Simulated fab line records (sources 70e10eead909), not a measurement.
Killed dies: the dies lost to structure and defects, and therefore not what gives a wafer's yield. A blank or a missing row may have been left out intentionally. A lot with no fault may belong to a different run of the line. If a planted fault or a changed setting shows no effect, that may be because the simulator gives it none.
fab line records	flow nandHarc
[record] lots = 14	wafers = 42	lastDay = 24
route steps=1159 shown P_M2@350 P_BONDPAD@376
lots with no fault: from the same line, run without faults
startH: hours from the record's first day to the start of the lot's first wafer shown	waitH: hours from the lot's prior step to this one	" identical to the entry in the row above	L1.1+2: several wafers, shown together as one row	- no value, or no start given	* or withheld: withheld	< > ~ a bound
route shown NAME@n: names a module that has steps shown in the file, with the first one's number in the route	usual: mean/standard deviation of fault-free wafers	same: alike in all rows	chamber/n: place in a boat	sites: readings site by site	_std_site: the standard deviation of these	_edge_site: the outer-site mean with the inner-site mean subtracted	radiusMm: for every site, how far away it sits from the centre of the wafer	mask NAME#n: copy n	behind: the tool/chamber that last shaped the wafer	hold: cause of the lot's hold/its duration in hours/its outcome	device: the transistor (n, p or np) that didn't switch	end of line: the tests these same wafers got at the end of their route	where a step has no rows: the recipe by itself	killed: at the first sort, the dies lost to defects and structure; wafer yield is something else	map: a wafer's dies, x killed, . not, _ none there
set.NAME: the setting the step ran with; set.NAME@STEP: the setting that earlier step ran with	model.NAME: the simulator's own value behind a step, which no gauge read
steps of the route over a sample of lots; a table a step, a row a wafer
services: a tool's chamber out of use, with start hour (startH, from the record's first day; less than 0 if before it), hours out, and reason
[[steps]]
[step NHARC_P_M2_DEP_33]
[recipe] targetThkA = 300	tempC = 370	targetThkNm = 30	pressureTorr = 3	flowSccm = 200	rfW = 450	material = SiCN
[usual] heaterPowerOuterW = 326/32	heaterPowerW = 562/42
lot.wafer	tool	chamber	startH	waitH	heaterPowerOuterW	heaterPowerW
L913.3	pecvd-01	2	124.91	0.1	344	586
L913.2	"	0	"	"	367	576
L913.1	"	1	"	"	302	556
L915.3	pecvd-01	2	138.50	0.1	328	583
L915.1	"	1	"	"	353	640
L915.6	"	0	"	"	344	555
L916.3	pecvd-04	1	141.46	0.1	268	487
L916.6	"	2	"	"	329	597
L916.4	"	0	"	"	259	475
L917.2	pecvd-04	2	155.62	0.1	322	569
L917.3	"	0	"	"	263	480
L917.6	"	2	"	"	317	552
L920.1	pecvd-04	2	169.42	0.1	320	566
L920.4	"	1	"	"	312	534
L920.5	"	2	"	"	322	567
L922.3	pecvd-03	1	181.37	0.1	330	553
L922.1	"	0	"	"	303	573
L922.6	"	2	"	"	281	527
L921.1	pecvd-04	2	182.64	0.1	336	589
L921.4	"	0	"	"	271	479
L921.5	"	2	"	"	338	590
L925.1	pecvd-01	1	214.98	0.1	335	597
L925.3	"	2	"	"	358	621
L925.2	"	0	"	"	295	498
L929.1	pecvd-01	1	224.88	0.1	264	503
L929.2	"	2	"	"	395	665
L929.5	"	2	"	"	389	635
L930.2	pecvd-03	0	226.72	0.1	319	583
L930.6	"	2	"	"	362	615
L930.4	"	1	"	"	359	596
L932.2	pecvd-03	2	238.64	0.1	338	579
L932.5	"	0	"	"	286	532
L932.6	"	1	"	"	311	534
L933.5	pecvd-04	0	244.46	0.2	311	532
L933.6	"	1	"	"	347	574
L933.4	"	2	"	"	269	499
L935.4	pecvd-03	2	253.29	0.2	363	627
L935.5	"	0	"	"	339	599
L935.6	"	1	"	"	351	563
L934.1	pecvd-03	0	253.93	0.1	339	604
L934.2	"	1	"	"	310	540
L934.5	"	2	"	"	310	542
[step NHARC_P_BONDPAD_PVD_17]
[recipe] targetThkA = 50	biasV = 168.6	powerW = 15000	chamberPressurePa = 0.12	timeS = 8.06	substrateTempC = 50	material = TaN
[usual] biasV = 168.6/1.6	throttleValvePct = 29.9/0.91
lot.wafer	tool	chamber	startH	waitH	biasV	throttleValvePct
L913.3	pvdSputter-03	-	-	-	167.1	29.4
L913.1	"	-	"	"	169.4	30.8
L913.2	"	-	"	"	172.9	32.2
L915.1	pvdSputter-02	-	-	-	169.1	30.2
L915.3	"	-	"	"	169.8	28.5
L915.6	"	-	"	"	169.8	30.2
L916.3	pvdSputter-01	-	-	-	166.0	29.6
L916.4	"	-	"	"	166.8	29.1
L916.6	"	-	"	"	167.0	29.4
L917.3	pvdSputter-03	-	-	-	170.0	32.0
L917.2	"	-	"	"	168.3	29.1
L917.6	"	-	"	"	165.6	30.2
L920.1	pvdSputter-01	-	-	-	171.1	30.6
L920.4	"	-	"	"	169.1	29.0
L920.5	"	-	"	"	165.8	30.8
L922.3	pvdSputter-02	-	-	-	168.0	30.4
L922.1	"	-	"	"	166.8	28.7
L922.6	"	-	"	"	168.4	30.2
L921.4	pvdSputter-02	-	-	-	167.9	28.4
L921.1	"	-	"	"	169.0	29.9
L921.5	"	-	"	"	168.9	31.0
L925.2	pvdSputter-01	-	-	-	170.1	29.0
L925.1	"	-	"	"	169.7	29.5
L925.3	"	-	"	"	168.2	30.7
L929.1	pvdSputter-01	-	-	-	169.0	29.2
L929.2	"	-	"	"	168.3	30.7
L929.5	"	-	"	"	167.2	29.1
L930.2	pvdSputter-01	-	-	-	169.5	29.4
L930.4	"	-	"	"	170.8	29.2
L930.6	"	-	"	"	168.7	29.2
L932.2	pvdSputter-01	-	-	-	171.8	30.9
L932.6	"	-	"	"	170.8	28.8
L932.5	"	-	"	"	170.9	29.7
L933.4	pvdSputter-02	-	-	-	172.5	29.9
L933.5	"	-	"	"	169.0	28.9
L933.6	"	-	"	"	170.0	31.3
L935.4	pvdSputter-01	-	-	-	169.0	29.6
L935.5	"	-	"	"	167.8	30.4
L935.6	"	-	"	"	169.6	29.0
L934.2	pvdSputter-02	-	-	-	166.5	30.8
L934.1	"	-	"	"	168.1	28.8
L934.5	"	-	"	"	169.2	30.8
[step NHARC_P_BONDPAD_PVD_27]
[recipe] targetThkA = 300	chamberPressurePa = 5	powerW = 5000	substrateTempC = 30	timeS = 20.49	material = Cu
[usual] throttleValvePct = 30.0/0.89
lot.wafer	tool	chamber	startH	waitH	throttleValvePct
L913.3	pvdSputter-03	-	-	-	31.9
L913.2	"	-	"	"	29.2
L913.1	"	-	"	"	30.8
L915.3	pvdSputter-02	-	-	-	30.4
L915.1	"	-	"	"	28.4
L915.6	"	-	"	"	30.8
L916.3	pvdSputter-01	-	-	-	29.5
L916.4	"	-	"	"	30.0
L916.6	"	-	"	"	29.0
L917.3	pvdSputter-03	-	-	-	30.7
L917.2	"	-	"	"	31.8
L917.6	"	-	"	"	29.0
L920.1	pvdSputter-01	-	-	-	30.8
L920.4	"	-	"	"	28.9
L920.5	"	-	"	"	29.1
L922.3	pvdSputter-02	-	-	-	30.3
L922.1	"	-	"	"	30.0
L922.6	"	-	"	"	30.1
L921.4	pvdSputter-02	-	-	-	30.4
L921.1	"	-	"	"	31.0
L921.5	"	-	"	"	30.4
L925.2	pvdSputter-01	-	-	-	29.2
L925.1	"	-	"	"	29.5
L925.3	"	-	"	"	29.5
L929.1	pvdSputter-01	-	-	-	30.8
L929.2	"	-	"	"	29.1
L929.5	"	-	"	"	29.2
L930.4	pvdSputter-01	-	-	-	29.0
L930.2	"	-	"	"	29.4
L930.6	"	-	"	"	29.1
L932.2	pvdSputter-01	-	-	-	30.6
L932.6	"	-	"	"	30.7
L932.5	"	-	"	"	29.0
L933.4	pvdSputter-02	-	-	-	29.6
L933.6	"	-	"	"	28.9
L933.5	"	-	"	"	31.7
L935.4	pvdSputter-01	-	-	-	29.5
L935.6	"	-	"	"	29.1
L935.5	"	-	"	"	30.8
L934.2	pvdSputter-02	-	-	-	30.7
L934.1	"	-	"	"	31.7
L934.5	"	-	"	"	30.6
[step NHARC_P_BONDPAD_CMP_19]
[recipe] tOverpolishS = 30	cuRecessTouchS = 16	targetThkNm = 160.81
[usual] cuRecessTouchS = 16/0	edgeZonePressureFrac = 1.001/0.0048	motorCurrentA = 11.9/1.3	overpolishRunS = 30.001/0.009	slurryFlowMlMin = 150.0/0.48
lot.wafer	tool	chamber	startH	waitH	cuRecessTouchS	edgeZonePressureFrac	motorCurrentA	overpolishRunS	slurryFlowMlMin
L913.3	cmp-03	3	128.85	-	16	1.005	13.3	29.995	149.2
L913.1	"	0	"	"	16	1.001	12.9	30.005	150.2
L913.2	"	2	"	"	16	0.993	11.1	29.981	150.3
L915.1	cmp-04	3	142.30	-	16	1.000	11.4	29.999	149.4
L915.3	"	0	"	"	16	0.997	12.0	29.989	151.0
L915.6	"	3	"	"	16	1.008	12.0	30.009	149.7
L916.4	cmp-02	3	145.30	-	16	0.996	9.4	30.007	149.4
L916.3	"	1	"	"	16	0.996	14.3	30.000	149.8
L916.6	"	3	"	"	16	0.997	9.6	29.990	149.8
L917.3	cmp-04	0	159.40	-	16	1.002	12.5	30.002	150.7
L917.2	"	2	"	"	16	1.004	12.2	29.998	150.3
L917.6	"	0	"	"	16	0.999	12.3	29.977	149.8
L920.4	cmp-04	0	173.15	-	16	1.004	12.0	30.008	149.6
L920.1	"	2	"	"	16	1.000	12.4	29.992	150.8
L920.5	"	0	"	"	16	1.002	12.5	30.016	149.7
L922.3	cmp-03	0	185.31	-	16	0.997	12.1	29.987	149.9
L922.1	"	2	"	"	16	1.004	11.1	30.002	149.7
L922.6	"	0	"	"	16	1.007	12.4	30.008	149.7
L921.4	cmp-04	0	186.41	-	16	1.001	12.1	30.007	150.2
L921.1	"	2	"	"	16	0.995	12.5	30.007	150.2
L921.5	"	0	"	"	16	1.000	12.3	30.006	149.8
L925.2	cmp-02	0	219.31	-	16	1.003	11.9	30.001	150.7
L925.1	"	1	"	"	16	1.013	14.4	29.987	149.5
L925.3	"	2	"	"	16	1.001	12.1	29.994	149.9
L929.2	cmp-03	2	228.73	-	16	0.990	11.1	29.999	150.3
L929.1	"	0	"	"	16	1.005	12.3	29.995	149.9
L929.5	"	3	"	"	16	0.989	14.1	29.985	149.1
L930.2	cmp-03	0	230.47	-	-	-	-	-	-
L930.4	"	1	"	"	-	-	-	-	-
L930.6	"	3	"	"	-	-	-	-	-
L932.2	cmp-02	1	242.69	-	-	-	-	-	-
L932.5	"	3	"	"	-	-	-	-	-
L932.6	"	0	"	"	-	-	-	-	-
L933.4	cmp-03	2	248.62	-	16	0.996	10.7	30.020	151.0
L933.5	"	1	"	"	16	0.998	13.2	30.000	150.5
L933.6	"	2	"	"	16	0.995	11.4	30.003	150.4
L935.4	cmp-02	0	257.01	-	16	1.001	11.9	30.006	149.9
L935.5	"	1	"	"	16	0.997	13.6	30.009	149.7
L935.6	"	2	"	"	16	0.998	11.8	29.997	150.0
L934.1	cmp-02	2	257.83	-	16	1.006	11.7	29.994	150.2
L934.2	"	3	"	"	16	1.009	9.6	30.009	149.7
L934.5	"	2	"	"	16	1.002	11.9	29.982	149.9
[step NHARC_P_BONDPAD_THK_MEAS_20]
[recipe] thkMeasGauge = xrf
[usual] thkNm = 161.2/1.6
lot.wafer	tool	chamber	startH	waitH	thkNm
L913.1	filmMetro-02	-	129.17	-	159.6
L913.2	"	-	"	"	158.7
L913.3	"	-	"	"	162.8
L915.1	filmMetro-01	-	142.59	-	163.0
L915.3	"	-	"	"	163.2
L915.6	"	-	"	"	161.6
L916.3	filmMetro-02	-	145.62	-	158.2
L916.4	"	-	"	"	160.5
L916.6	"	-	"	"	161.1
L917.2	filmMetro-02	-	159.69	-	163.6
L917.3	"	-	"	"	161.8
L917.6	"	-	"	"	163.5
L920.1	filmMetro-01	-	173.44	-	161.8
L920.4	"	-	"	"	164.6
L920.5	"	-	"	"	164.1
L922.1	filmMetro-02	-	185.63	-	159.9
L922.3	"	-	"	"	161.1
L922.6	"	-	"	"	160.8
L921.1	filmMetro-01	-	186.73	-	160.5
L921.4	"	-	"	"	162.3
L921.5	"	-	"	"	160.8
L925.1	filmMetro-01	-	219.63	-	159.7
L925.2	"	-	"	"	161.3
L925.3	"	-	"	"	158.5
L929.1	filmMetro-02	-	229.05	-	162.4
L929.2	"	-	"	"	162.6
L929.5	"	-	"	"	163.3
L930.2	filmMetro-02	-	230.74	0.2	401.3
L930.4	"	-	"	"	395.7
L930.6	"	-	"	"	395.4
L932.2	filmMetro-01	-	242.95	0.2	397.4
L932.5	"	-	"	"	400.9
L932.6	"	-	"	"	395.4
L933.4	filmMetro-02	-	248.91	-	161.6
L933.5	"	-	"	"	164.3
L933.6	"	-	"	"	160.7
L935.4	filmMetro-01	-	257.25	-	161.3
L935.5	"	-	"	"	161.5
L935.6	"	-	"	"	161.3
L934.1	filmMetro-02	-	258.15	-	159.5
L934.2	"	-	"	"	161.0
L934.5	"	-	"	"	160.9
[step NHARC_P_BONDPAD_INSPECT_23]
[usual] rawDefectCount = 336/130
lot.wafer	tool	chamber	startH	waitH	rawDefectCount
L913.1	defectInspect-01	-	129.40	0.0	410
L913.2	"	-	"	"	357
L913.3	"	-	"	"	235
L915.1	defectInspect-01	-	142.80	0.0	306
L915.3	"	-	"	"	292
L915.6	"	-	"	"	247
L916.3	defectInspect-02	-	145.83	0.0	308
L916.4	"	-	"	"	294
L916.6	"	-	"	"	327
L917.2	defectInspect-01	-	159.92	0.0	330
L917.3	"	-	"	"	292
L917.6	"	-	"	"	341
L920.1	defectInspect-01	-	173.67	0.0	450
L920.4	"	-	"	"	429
L920.5	"	-	"	"	295
L922.1	defectInspect-02	-	185.84	0.0	309
L922.3	"	-	"	"	316
L922.6	"	-	"	"	278
L921.1	defectInspect-02	-	186.95	0.0	333
L921.4	"	-	"	"	507
L921.5	"	-	"	"	367
L925.1	defectInspect-02	-	219.84	0.0	197
L925.2	"	-	"	"	319
L925.3	"	-	"	"	252
L929.1	defectInspect-01	-	229.26	0.0	417
L929.2	"	-	"	"	297
L929.5	"	-	"	"	358
L930.2	defectInspect-01	-	230.96	0.0	6256
L930.4	"	-	"	"	5930
L930.6	"	-	"	"	6077
L932.2	defectInspect-01	-	243.16	0.0	6187
L932.5	"	-	"	"	5998
L932.6	"	-	"	"	6138
L933.4	defectInspect-02	-	249.12	0.0	169
L933.5	"	-	"	"	242
L933.6	"	-	"	"	301
L935.4	defectInspect-02	-	257.45	0.0	154
L935.5	"	-	"	"	197
L935.6	"	-	"	"	260
L934.1	defectInspect-01	-	258.38	0.0	309
L934.2	"	-	"	"	312
L934.5	"	-	"	"	254
[[services]]
tool	chamber	startH	hours	kind
pvdSputter-03	-	102.00	10.0	pm
cmp-04	-	105.00	4.0	pm
pecvd-03	-	111.35	13.0	pm
pecvd-03	0	111.35	13.0	ventCycle
pecvd-03	1	111.35	13.0	ventCycle
pecvd-03	2	111.35	13.0	ventCycle
pecvd-03	0	124.35	-	clean
pecvd-03	1	124.35	-	clean
cmp-02	-	129.28	4.0	pm
pvdSputter-03	-	134.27	2.5	repair
cmp-04	-	147.09	1.5	repair
pvdSputter-01	-	147.75	1.7	repair
pecvd-03	-	149.67	1.2	repair
cmp-03	-	153.81	0.9	repair
cmp-03	-	156.09	4.0	pm
pvdSputter-01	-	158.00	10.0	pm
pvdSputter-03	-	170.77	1.7	repair
pecvd-04	-	195.19	13.0	pm
cmp-04	-	196.44	32.6	repair
pvdSputter-02	-	214.00	10.0	pm
cmp-02	-	227.28	4.0	pm
pecvd-01	-	237.00	13.0	pm
pecvd-04	-	239.60	1.4	repair
cmp-03	-	254.09	4.0	pm
[[key]]
[firstSign] step = NHARC_P_BONDPAD_CMP_19	reading = toolRecord	direction = missing
[effect] step = NHARC_P_BONDPAD_THK_MEAS_20	reading = thkNm	direction = up	sigmas = 99+	usual = 161.2	struck = 397.7
[effect] step = NHARC_P_BONDPAD_INSPECT_23	reading = rawDefectCount	direction = up	sigmas = 45	usual = 336	struck = 6098
metAt NHARC_P_BONDPAD_CMP_19
struckLots L930,L932
laterRowsLeftOut L930.2,L930.4,L930.6,L932.2,L932.5,L932.6
sortLeftOut L930.2,L930.4,L930.6,L932.2,L932.5,L932.6
[loopTrim] step = NHARC_P_M2_EXPOSE_06	setting = dose	lots = L930
notActingAt NHARC_P_M2_DEP_33,NHARC_P_BONDPAD_PVD_17,NHARC_P_BONDPAD_PVD_27
onsetBetween 228.73 230.47
[fault] kind = skippedStepWhole	tool = cmp-02,cmp-03	chamber = -	onsetH = 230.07	steps = NHARC_P_BONDPAD_CMP_19	scope = struckLotsOnly
// sortLeftOut: the simulated sort isn't trusted on such a fault, so these wafers' sort isn't shown, and their yield isn't known
// laterRowsLeftOut: the simulator's readings of these wafers behind a module that went badly wrong aren't trusted and aren't shown, but for the sort
// loopTrim: a control loop set the setting to another value than it would have without faults
